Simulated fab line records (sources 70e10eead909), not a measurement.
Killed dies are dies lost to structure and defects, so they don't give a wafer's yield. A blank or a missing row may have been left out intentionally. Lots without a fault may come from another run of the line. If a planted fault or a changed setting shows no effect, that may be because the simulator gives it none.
Matching of chambers | flow nand-harc | NHARC_P_M2_DEP_33 on pecvd-02 has 3 sister chambers
The step deposits SiCN, target thk 30 nm. 14 wafers are shown with their chamber, then 7 later ones without.

## WAFERS PAIRED WITH THEIR CHAMBERS
wafer  | chamber | heater-power-w (W)
L703.1 | 2       | 583
L703.2 | 1       | 593
L703.6 | 0       | 572
L705.1 | 0       | 579
L705.4 | 0       | 583
L705.5 | 1       | 599
L709.1 | 2       | 648
L709.2 | 1       | 526
L709.6 | 2       | 650
L715.1 | 2       | 696
L715.3 | 1       | 629
L715.4 | 1       | 617
L720.2 | 2       | 596
L720.3 | 1       | 614

SIGNATURES, as means of the wafers listed above
reading        | chamber 0 | chamber 1 | chamber 2 | scatter within a chamber
heater-power-w | 578.00    | 596.33    | 634.60    | 37.1
Rule: for each reading, subtract the chamber's mean from the wafer's reading, divide by that reading's scatter and square the result; add these up over the readings and take the root, which gives the wafer's distance from the chamber. If the next closest chamber is less than 2 further off than the closest, the wafer can't be placed; otherwise it belongs to the closest. The scatter is the square root of a quotient: the sum, over the shown wafers, of each reading's squared deviation from its chamber's mean, divided by wafers minus chambers.

## WAFERS WITH NO CHAMBER GIVEN
wafer  | heater-power-w (W)
L720.4 | 631
L721.2 | 616
L721.4 | 689
L721.6 | 622
L724.1 | 622
L724.2 | 583
L724.6 | 593

## EACH ONE'S CHAMBER
wafer  | from the rows above          | in truth
L720.4 | can't be placed: 2 or 1 or 0 | 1
L721.2 | can't be placed: 2 or 1 or 0 | 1
L721.4 | can't be placed: 2 or 1 or 0 | 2
L721.6 | can't be placed: 2 or 1 or 0 | 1
L724.1 | can't be placed: 2 or 1 or 0 | 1
L724.2 | can't be placed: 0 or 1 or 2 | 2
L724.6 | can't be placed: 1 or 0 or 2 | 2
Placed correctly: 0 of 7. Can't be placed from these rows: 7 (the true chamber is among the candidates in 7). Placed wrongly: 0.
